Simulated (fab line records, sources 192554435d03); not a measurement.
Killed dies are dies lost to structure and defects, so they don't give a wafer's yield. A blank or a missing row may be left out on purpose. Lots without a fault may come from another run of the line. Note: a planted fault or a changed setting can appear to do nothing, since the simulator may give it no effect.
fab line records	flow n5-finfet
record lots=7	wafers=21
route steps=1938 shown ZERO_LAYER@4 PMOS_HMC_CHANNEL_EPI@63 FIN_CUT@173 SD_EPI_N@268
start-h: hours from the record's opening day to when the first of the lot's shown wafers began	wait-h: hours from the lot's prior step to this one	" as in the row above	L1.1+2: a row that stands for several wafers	- no value present, or no start provided	* or withheld: withheld	< > ~ a bound
route shown NAME@n: a module of which the file shows steps, and the number in the route of the first	usual: mean/standard deviation of fault-free wafers	same: alike in all rows	chamber/n: place in a boat	sites: per-site readings	_std_site: the standard deviation of these	_edge_site: inner sites' mean taken away from outer sites' mean	radius-mm: for every site, how far away it sits from the centre of the wafer	mask NAME#n: copy n	behind: the tool/chamber that last shaped the wafer	hold: the reason the lot was held/the length of the hold in hours/how it ended	device: transistor that didn't switch, given as n, p or np	end of line: the same wafers' tests at the end of the route	step lacking rows: just its recipe	killed: dies lost to structure and defects at the first sort, not the wafer's yield	map: a wafer's dies, marking killed ones x, the rest . and places with no die _
set.NAME: the setting the step ran with; set.NAME@STEP: the setting that earlier step ran with	model.NAME: the simulator's own value behind a step, which no gauge read
lots whose settings were changed on purpose; a table a step, a row a wafer
## steps
# step N5_ZERO_LAYER_PECVD_02
# recipe material=SiO2	target-thk-a=100	temp-c=400	precursor=SiH4/N2O	pressure-torr=0.75	rf-w=275	time-s=6
lot.wafer	tool	chamber	start-h	wait-h	set.time-s	model.SiO2_of_ZERO_LAYER_PECVD_02.thk-nm
L078.1	pecvd-04	2	36.29	0.0	6	10.02
L078.3	"	0	"	"	6	9.96
L078.5	"	1	"	"	6.809	11.46
L081.1	pecvd-02	2	54.28	0.0	6	9.753
L081.2	"	0	"	"	6	9.823
L081.5	"	2	"	"	6	9.968
L088.3	pecvd-02	1	96.28	0.0	6	9.519
L088.5	"	2	"	"	6	9.814
L088.6	"	1	"	"	6	9.742
L093.3	pecvd-02	1	126.28	0.0	6	9.927
L093.5	"	0	"	"	6	10.07
L093.6	"	1	"	"	5.553	9.233
L094.1	pecvd-03	0	132.28	0.0	6	10.21
L094.2	"	1	"	"	6	10.12
L094.6	"	0	"	"	6	10.4
L096.1	pecvd-03	2	144.32	0.0	6	9.99
L096.2	"	0	"	"	6	9.808
L096.6	"	0	"	"	6	10.07
L097.1	pecvd-02	2	150.28	0.0	6	9.981
L097.2	"	1	"	"	5.368	8.802
L097.5	"	2	"	"	5.368	9.112
# step N5_ZERO_LAYER_EXPOSE_08
# recipe mask-id=ZERO	na=0.55	source-shape=conventional	sigma-outer=0.8	polarization=unpolarized	defocus-nm=0	target-cd-nm=2000	dose-mj=16.2
lot.wafer	tool	chamber	start-h	wait-h	mask	set.dose-mj
L078.1+3+5	krf-scanner-01	0	36.47	-	ZERO#0	16.2
L081.1+2+5	krf-scanner-01	0	54.59	-	ZERO#0	16.2
L088.3+5+6	krf-scanner-02	0	96.48	-	ZERO#0	16.2
L093.3	krf-scanner-01	0	126.60	-	ZERO#0	17.07
L093.5+6	"	0	"	"	ZERO#0	16.2
L094.1+2	krf-scanner-01	0	132.46	-	ZERO#0	17.33
L094.6	"	0	"	"	ZERO#0	16.2
L096.1	krf-scanner-02	0	144.50	-	ZERO#0	16.2
L096.2+6	"	0	"	"	ZERO#0	15.17
L097.1+5	krf-scanner-02	0	150.46	-	ZERO#0	16.74
L097.2	"	0	"	"	ZERO#0	16.2
# step N5_ZERO_LAYER_PEB_09
# recipe peb-temp-c=withheld	peb-time-s=*
# step N5_ZERO_LAYER_DEVELOP_10
# recipe develop-time-s=60	rinse-liquid=diw	dry=air-spin	dev-temp-c=21
# step N5_ZERO_LAYER_HARDBAKE_23
# recipe temp-c=130	time-s=120
# step N5_ZERO_LAYER_CD_MEAS_11
# recipe target-cd-nm=2000	landing-energy-ev=500	detector=se-inlens
# usual cd-nm=2000.1/1.7
lot.wafer	tool	chamber	start-h	wait-h	set.dose-mj@ZERO_LAYER_EXPOSE_08	cd-nm
L078.1	cd-sem-01	0	36.65	-	16.2	2002.4
L078.3	"	0	"	"	16.2	2002.9
L078.5	"	0	"	"	16.2	2002.0
L081.1	cd-sem-02	0	54.77	-	16.2	2000.2
L081.2	"	0	"	"	16.2	1999.8
L081.5	"	0	"	"	16.2	1998.2
L088.3	cd-sem-03	0	96.64	-	16.2	1997.1
L088.5	"	0	"	"	16.2	1998.2
L088.6	"	0	"	"	16.2	1997.5
L093.3	cd-sem-02	0	126.77	-	17.07	2011.2
L093.5	"	0	"	"	16.2	1999.5
L093.6	"	0	"	"	16.2	2002.0
L094.1	cd-sem-03	0	132.64	-	17.33	2014.4
L094.2	"	0	"	"	17.33	2014.8
L094.6	"	0	"	"	16.2	2002.6
L096.1	cd-sem-01	0	144.68	-	16.2	2001.1
L096.2	"	0	"	"	15.17	1987.5
L096.6	"	0	"	"	15.17	1987.5
L097.1	cd-sem-02	0	150.64	-	16.74	2003.1
L097.2	"	0	"	"	16.2	1995.6
L097.5	"	0	"	"	16.74	2002.8
# step N5_ZERO_LAYER_DESCUM_16
# recipe chemistry=O2	time-s=7.9	source-power-w=50	bias-power-w=20	pressure-mtorr=20	rf-frequency-hz=2.712e+07	temp-c=40	o2-flow-sccm=225
lot.wafer	tool	chamber	start-h	wait-h	set.dose-mj@ZERO_LAYER_EXPOSE_08	model.ZERO_LAYER.cd-nm
L078.1+5	rie-diel-03	1	37.10	0.5	16.2	2002
L078.3	"	0	"	"	16.2	2003
L081.1+2	rie-diel-02	1,3	54.91	0.1	16.2	2000
L081.5	"	1	"	"	16.2	1998
L088.3	rie-diel-02	0	96.75	0.1	16.2	1997
L088.5+6	"	1,0	"	"	16.2	1998
L093.3	rie-diel-01	0	126.80	0.0	17.07	2011
L093.5	"	3	"	"	16.2	1999
L093.6	"	0	"	"	16.2	2002
L094.1	rie-diel-02	2	132.70	0.1	17.33	-
L094.2	"	1	"	"	17.33	2015
L094.6	"	1	"	"	16.2	2003
L096.1	rie-diel-01	1	144.91	0.2	16.2	2001
L096.2+6	"	2,1	"	"	15.17	1988
L097.1+5	rie-diel-03	2	150.68	0.0	16.74	2003
L097.2	"	3	"	"	16.2	1996
# step N5_ZERO_LAYER_ETCH_17
# recipe chemistry=CF4	target=SiO2	target-depth-a=120	time-s=13.3	ion-energy-ev=350	pressure-mtorr=40	source-w=450	bias-w=215	Ar_flow_sccm=100	cf4-flow-sccm=100
lot.wafer	tool	chamber	start-h	wait-h	set.dose-mj@ZERO_LAYER_EXPOSE_08	model.ZERO_LAYER.cd-nm
L078.1+5	rie-diel-03	1	37.14	0.0	16.2	2002
L078.3	"	0	"	"	16.2	2003
L081.1+2	rie-diel-02	1,3	54.94	0.0	16.2	2000
L081.5	"	1	"	"	16.2	1998
L088.3	rie-diel-02	0	96.79	0.0	16.2	1997
L088.5+6	"	1,0	"	"	16.2	1998
L093.3	rie-diel-01	0	126.84	0.0	17.07	2011
L093.5	"	3	"	"	16.2	1999
L093.6	"	0	"	"	16.2	2002
L094.1+2	rie-diel-02	2,1	132.73	0.0	17.33	2015
L094.6	"	1	"	"	16.2	2003
L096.1	rie-diel-01	1	144.95	0.0	16.2	2001
L096.2+6	"	2,1	"	"	15.17	1988
L097.1+5	rie-diel-03	2	150.71	0.0	16.74	2003
L097.2	"	3	"	"	16.2	1996
# step N5_PMOS_HMC_CHANNEL_EPI_PEB_07
# recipe peb-temp-c=110	peb-time-s=60	resist=CAR-ArF-block
lot.wafer	tool	chamber	start-h	wait-h	set.peb-time-s
L078.1+3+5	litho-track-04	0	41.52	0.1	60
L081.1+2+5	litho-track-01	0	59.74	0.1	60
L088.3+5+6	litho-track-04	0	101.00	0.0	60
L093.3+5+6	litho-track-04	0	131.61	0.0	60
L094.1	litho-track-04	0	136.96	0.1	68.5
L094.2+6	"	0	"	"	60
L096.1+2	litho-track-01	0	149.66	0.1	72.33
L096.6	"	0	"	"	60
L097.1	litho-track-02	0	154.93	0.1	60
L097.2+5	"	0	"	"	46.96
# step N5_PMOS_HMC_CHANNEL_EPI_DEVELOP_08
# recipe develop-time-s=30	developer=TMAH	resist=CAR-ArF-block	dev-temp-c=23	rinse-liquid=diw	dry=air-spin
# step N5_PMOS_HMC_CHANNEL_EPI_CD_MEAS_09
# recipe target-cd-nm=237.4	landing-energy-ev=500	detector=se-inlens
# usual cd-nm=237.3/0.76
lot.wafer	tool	chamber	start-h	wait-h	set.peb-time-s@PMOS_HMC_CHANNEL_EPI_PEB_07	cd-nm
L078.1	cd-sem-02	0	41.59	-	60	237.2
L078.3	"	0	"	"	60	237.1
L078.5	"	0	"	"	60	237.1
L081.1	cd-sem-02	0	59.81	-	60	237.7
L081.2	"	0	"	"	60	237.2
L081.5	"	0	"	"	60	238.6
L088.3	cd-sem-03	0	101.07	-	60	236.8
L088.5	"	0	"	"	60	237.3
L088.6	"	0	"	"	60	238.2
L093.3	cd-sem-03	0	131.68	-	60	237.2
L093.5	"	0	"	"	60	237.2
L093.6	"	0	"	"	60	237.8
L094.1	cd-sem-02	0	137.03	-	68.5	241.4
L094.2	"	0	"	"	60	237.7
L094.6	"	0	"	"	60	237.7
L096.1	cd-sem-01	0	149.73	-	72.33	244.1
L096.2	"	0	"	"	72.33	244.9
L096.6	"	0	"	"	60	237.6
L097.1	cd-sem-02	0	155.00	-	60	237.0
L097.2	"	0	"	"	46.96	225.8
L097.5	"	0	"	"	46.96	225.9
# step N5_PMOS_HMC_CHANNEL_EPI_DESCUM_14
# recipe chemistry=O2	time-s=7.9	source-power-w=50	bias-power-w=20	pressure-mtorr=20	rf-frequency-hz=2.712e+07	temp-c=40	resist=CAR-ArF-block	o2-flow-sccm=225
lot.wafer	tool	chamber	start-h	wait-h	set.peb-time-s@PMOS_HMC_CHANNEL_EPI_PEB_07	model.PMOS_HMC_CHANNEL_EPI.cd-nm
L078.1+3	rie-diel-01	1,2	41.67	0.0	60	236.9
L078.5	"	2	"	"	60	237
L081.1+5	rie-diel-01	3,0	59.90	0.0	60	238.3
L081.2	"	1	"	"	60	237.6
L088.3	rie-diel-03	0	101.15	0.0	60	237.3
L088.5	"	0	"	"	60	237.1
L088.6	"	1	"	"	60	238
L093.3	rie-diel-03	1	131.76	0.0	60	237.1
L093.5	"	2	"	"	60	237.3
L093.6	"	1	"	"	60	237.5
L094.1	rie-diel-03	2	137.12	0.0	68.5	241.5
L094.2	"	1	"	"	60	238
L094.6	"	0	"	"	60	237.7
L096.1	rie-diel-02	1	149.82	0.0	72.33	244.2
L096.2	"	3	"	"	72.33	245
L096.6	"	1	"	"	60	237.7
L097.1	rie-diel-01	2	155.09	0.0	60	236.8
L097.2	"	3	"	"	46.96	225.6
L097.5	"	1	"	"	46.96	226
# step N5_PMOS_HMC_CHANNEL_EPI_ETCH_32
# recipe chemistry=N2/H2	target=BARC	stop-on=SiO2	target-depth-a=858	over-etch-frac=0.3	time-s=50.3	ion-energy-ev=200	mask-material=CAR-ArF-block	pressure-mtorr=30	source-w=840	bias-w=150	n2-flow-sccm=200	h2-flow-sccm=200
lot.wafer	tool	chamber	start-h	wait-h	set.peb-time-s@PMOS_HMC_CHANNEL_EPI_PEB_07	model.PMOS_HMC_CHANNEL_EPI.cd-nm
L078.1	rie-diel-01	1	41.71	0.0	60	239.2
L078.3	"	2	"	"	60	239.9
L078.5	"	2	"	"	60	240
L081.1	rie-diel-01	3	59.94	0.0	60	241.2
L081.2	"	1	"	"	60	240.6
L081.5	"	0	"	"	60	240.5
L088.3	rie-diel-03	0	101.19	0.0	60	239.6
L088.5	"	0	"	"	60	239.7
L088.6	"	1	"	"	60	241.4
L093.3	rie-diel-03	1	131.80	0.0	60	239.5
L093.5	"	2	"	"	60	240
L093.6	"	1	"	"	60	239.4
L094.1	rie-diel-03	2	137.16	0.0	68.5	244.3
L094.2	"	1	"	"	60	240.5
L094.6	"	0	"	"	60	239.6
L096.1	rie-diel-02	1	149.85	0.0	72.33	246.5
L096.2	"	3	"	"	72.33	247
L096.6	"	1	"	"	60	240.9
L097.1	rie-diel-01	2	155.12	0.0	60	240
L097.2	"	3	"	"	46.96	228.3
L097.5	"	1	"	"	46.96	229.1
# step N5_PMOS_HMC_CHANNEL_EPI_ETCH_38
# recipe chemistry=CF4	target=SiO2	target-depth-a=15	ion-energy-ev=350	pressure-mtorr=10	icp-w=800	bias-w=400	cf4-flow-sccm=80
lot.wafer	tool	chamber	start-h	wait-h	set.bias-w	model.etch.depth-nm
L078.1	rie-si-01	0	42.11	0.0	459.6	1.595
L078.3	"	1	"	"	400	1.496
L078.5	"	1	"	"	400	1.48
L081.1	rie-si-04	0	60.34	0.0	400	1.482
L081.2	"	1	"	"	400	1.518
L081.5	"	0	"	"	359.2	1.43
L088.3	rie-si-01	0	101.59	0.0	400	1.54
L088.5	"	2	"	"	400	1.515
L088.6	"	3	"	"	400	1.51
L093.3	rie-si-02	2	132.20	0.0	400	1.474
L093.5	"	2	"	"	361.6	1.426
L093.6	"	3	"	"	400	1.494
L094.1	rie-si-02	3	137.56	0.0	400	1.483
L094.2	"	1	"	"	400	1.481
L094.6	"	1	"	"	400	1.485
L096.1	rie-si-02	2	150.25	0.0	418.2	1.499
L096.2	"	1	"	"	418.2	1.495
L096.6	"	1	"	"	400	1.479
L097.1	rie-si-02	2	155.53	0.0	363.7	1.442
L097.2	"	3	"	"	363.7	1.424
L097.5	"	3	"	"	400	1.474
# step N5_FIN_CUT_CUT_ETCH_26
# recipe chemistry=CH3F/O2	target=SiNx	target-depth-a=390	mask-material=SOC	time-s=55.7	pressure-mtorr=30	source-w=395	bias-w=73	Ar_flow_sccm=150	CH3F_flow_sccm=30	O2_flow_sccm=20	ion-energy-ev=120
lot.wafer	tool	chamber	start-h	wait-h	set.time-s	model.etch.depth-nm	model.SOC_of_FIN_CUT_COAT_18.thk-nm
L078.1	rie-diel-02	3	52.48	0.0	55.7	38.49	211.6
L078.3	"	2	"	"	43.9	31	215.2
L078.5	"	2	"	"	43.9	31.01	215.4
L081.1	rie-diel-01	0	70.57	0.0	44.46	31.32	215.8
L081.2	"	1	"	"	44.46	31.62	216
L081.5	"	2	"	"	44.46	31.97	215
L088.3	rie-diel-01	0	111.40	0.0	55.7	39.75	211.2
L088.5	"	2	"	"	55.7	40.01	210.8
L088.6	"	3	"	"	55.7	39.29	210.8
L093.3	rie-diel-02	1	142.50	0.0	55.7	39.03	212.2
L093.5	"	3	"	"	55.7	37.94	213.2
L093.6	"	2	"	"	55.7	38.93	213
L094.1	rie-diel-02	0	147.79	0.0	55.7	38.5	211.6
L094.2	"	3	"	"	48.55	33.45	213.8
L094.6	"	0	"	"	55.7	39.22	212.2
L096.1	rie-diel-02	0	159.28	0.0	63.74	44.55	208.4
L096.2	"	1	"	"	63.74	44.82	207.8
L096.6	"	2	"	"	55.7	38.93	211.6
L097.1	rie-diel-01	1	165.26	0.0	55.7	39.64	211
L097.2	"	3	"	"	51.79	36.51	213.2
L097.5	"	2	"	"	55.7	39.67	210.6
# step N5_FIN_CUT_CUT_ETCH_27
# recipe chemistry=CHF3/O2	target=SiO2	target-depth-a=40	mask-material=SOC	overetch-a=20	time-s=4.9	pressure-mtorr=30	source-w=650	bias-w=170	Ar_flow_sccm=200	CHF3_flow_sccm=50	O2_flow_sccm=5	ion-energy-ev=200
lot.wafer	tool	chamber	start-h	wait-h	set.time-s@FIN_CUT_CUT_ETCH_26	model.SOC_of_FIN_CUT_COAT_18.thk-nm
L078.1	rie-diel-02	3	52.52	0.0	55.7	207.8
L078.3+5	"	2	"	"	43.9	211.4
L081.1	rie-diel-01	0	70.62	0.0	44.46	211.8
L081.2	"	1	"	"	44.46	212
L081.5	"	2	"	"	44.46	211
L088.3	rie-diel-01	0	111.45	0.0	55.7	207.2
L088.5+6	"	2,3	"	"	55.7	206.8
L093.3	rie-diel-02	1	142.54	0.0	55.7	208.2
L093.5	"	3	"	"	55.7	209.4
L093.6	"	2	"	"	55.7	209
L094.1	rie-diel-02	0	147.83	0.0	55.7	207.8
L094.2	"	3	"	"	48.55	210
L094.6	"	0	"	"	55.7	208.4
L096.1	rie-diel-02	0	159.32	0.0	63.74	204.6
L096.2	"	1	"	"	63.74	204
L096.6	"	2	"	"	55.7	207.6
L097.1	rie-diel-01	1	165.31	0.0	55.7	207.2
L097.2	"	3	"	"	51.79	209.2
L097.5	"	2	"	"	55.7	206.6
# step N5_FIN_CUT_PRECLEAN_35
# recipe time-s=13.3	temp-c=45	pressure-torr=125	p-hf-torr=3	p-coreactant-torr=25	chemistry=vHF
# step N5_FIN_CUT_CUT_ETCH_15
# recipe chemistry=HBr/Cl2/O2	target=Si	target-depth-a=1000	bt-time-s=10	mask-material=SOC	time-s=42.4	ion-energy-ev=*	bias-w=*	pressure-mtorr=10	icp-w=800	HBr_flow_sccm=150	Cl2_flow_sccm=80	O2_flow_sccm=12
# step N5_FIN_CUT_CUT_ETCH_28
# recipe chemistry=HBr/Cl2/O2	target=Si	target-depth-a=60	mask-material=SOC	time-s=2.4	ion-energy-ev=*	bias-w=*	pressure-mtorr=10	icp-w=800	HBr_flow_sccm=150	Cl2_flow_sccm=80	O2_flow_sccm=12
lot.wafer	tool	chamber	start-h	wait-h	set.time-s@FIN_CUT_CUT_ETCH_26	model.SOC_of_FIN_CUT_COAT_18.thk-nm
L078.1	rie-si-04	1	52.73	0.0	55.7	168.8
L078.3	"	3	"	"	43.9	172.8
L078.5	"	1	"	"	43.9	172.6
L081.1+2	rie-si-04	2,1	70.82	0.0	44.46	172.4
L081.5	"	0	"	"	44.46	172.6
L088.3+6	rie-si-02	1	111.65	0.0	55.7	168.4
L088.5	"	0	"	"	55.7	167.8
L093.3	rie-si-02	0	142.74	0.0	55.7	169.2
L093.5	"	3	"	"	55.7	170
L093.6	"	2	"	"	55.7	170.2
L094.1	rie-si-04	1	148.05	0.0	55.7	168.6
L094.2	"	0	"	"	48.55	171.6
L094.6	"	0	"	"	55.7	169.8
L096.1	rie-si-04	2	159.52	0.0	63.74	165.6
L096.2	"	1	"	"	63.74	164.8
L096.6	"	1	"	"	55.7	168.6
L097.1	rie-si-02	3	165.53	0.0	55.7	168.4
L097.2	"	0	"	"	51.79	170.4
L097.5	"	0	"	"	55.7	167.4
# step N5_SD_EPI_N_PEB_07
# recipe peb-temp-c=110	peb-time-s=60	resist=CAR-ArF-block
lot.wafer	tool	chamber	start-h	wait-h	set.peb-temp-c
L078.1	litho-track-02	0	73.94	0.1	111
L078.3+5	"	0	"	"	110
L081.1+5	litho-track-03	0	91.52	0.1	110
L081.2	"	0	"	"	112.6
L088.3+5+6	litho-track-02	0	137.18	0.0	110
L093.3+5	litho-track-05	0	164.93	0.0	110
L093.6	"	0	"	"	108.8
L094.1+2+6	litho-track-05	0	171.49	0.1	110
L096.1	litho-track-03	0	184.40	0.1	113.2
L096.2+6	"	0	"	"	110
L097.1	litho-track-02	0	186.07	0.1	111.1
L097.2+5	"	0	"	"	110
## key
split step=N5_ZERO_LAYER_PECVD_02	setting=time-s	stated=6	by=wafer
response step=N5_ZERO_LAYER_PECVD_02	reading=model.SiO2_of_ZERO_LAYER_PECVD_02.thk-nm	change=+0.104	per=1%	r=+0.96
split step=N5_ZERO_LAYER_EXPOSE_08	setting=dose-mj	stated=16.2	by=wafer
response step=N5_ZERO_LAYER_CD_MEAS_11	reading=cd-nm	change=+1.95	per=1%	r=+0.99
response step=N5_ZERO_LAYER_DESCUM_16	reading=model.ZERO_LAYER.cd-nm	change=+1.97	per=1%	r=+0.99
response step=N5_ZERO_LAYER_ETCH_17	reading=model.ZERO_LAYER.cd-nm	change=+1.95	per=1%	r=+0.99
split step=N5_PMOS_HMC_CHANNEL_EPI_PEB_07	setting=peb-time-s	stated=60	by=wafer
response step=N5_PMOS_HMC_CHANNEL_EPI_CD_MEAS_09	reading=cd-nm	change=+0.399	per=1%	r=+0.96
response step=N5_PMOS_HMC_CHANNEL_EPI_DESCUM_14	reading=model.PMOS_HMC_CHANNEL_EPI.cd-nm	change=+0.396	per=1%	r=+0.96
response step=N5_PMOS_HMC_CHANNEL_EPI_ETCH_32	reading=model.PMOS_HMC_CHANNEL_EPI.cd-nm	change=+0.39	per=1%	r=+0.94
split step=N5_PMOS_HMC_CHANNEL_EPI_ETCH_38	setting=bias-w	stated=400	by=wafer
response step=N5_PMOS_HMC_CHANNEL_EPI_ETCH_38	reading=model.etch.depth-nm	change=+0.00638	per=1%	r=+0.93
split step=N5_FIN_CUT_CUT_ETCH_26	setting=time-s	stated=55.7	by=wafer
response step=N5_FIN_CUT_CUT_ETCH_26	reading=model.etch.depth-nm	change=+0.382	per=1%	r=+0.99
response step=N5_FIN_CUT_CUT_ETCH_26	reading=model.SOC_of_FIN_CUT_COAT_18.thk-nm	change=-0.195	per=1%	r=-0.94
response step=N5_FIN_CUT_CUT_ETCH_27	reading=model.SOC_of_FIN_CUT_COAT_18.thk-nm	change=-0.189	per=1%	r=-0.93
response step=N5_FIN_CUT_CUT_ETCH_28	reading=model.SOC_of_FIN_CUT_COAT_18.thk-nm	change=-0.207	per=1%	r=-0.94
split step=N5_SD_EPI_N_PEB_07	setting=peb-temp-c	stated=110	by=wafer
response none in this file
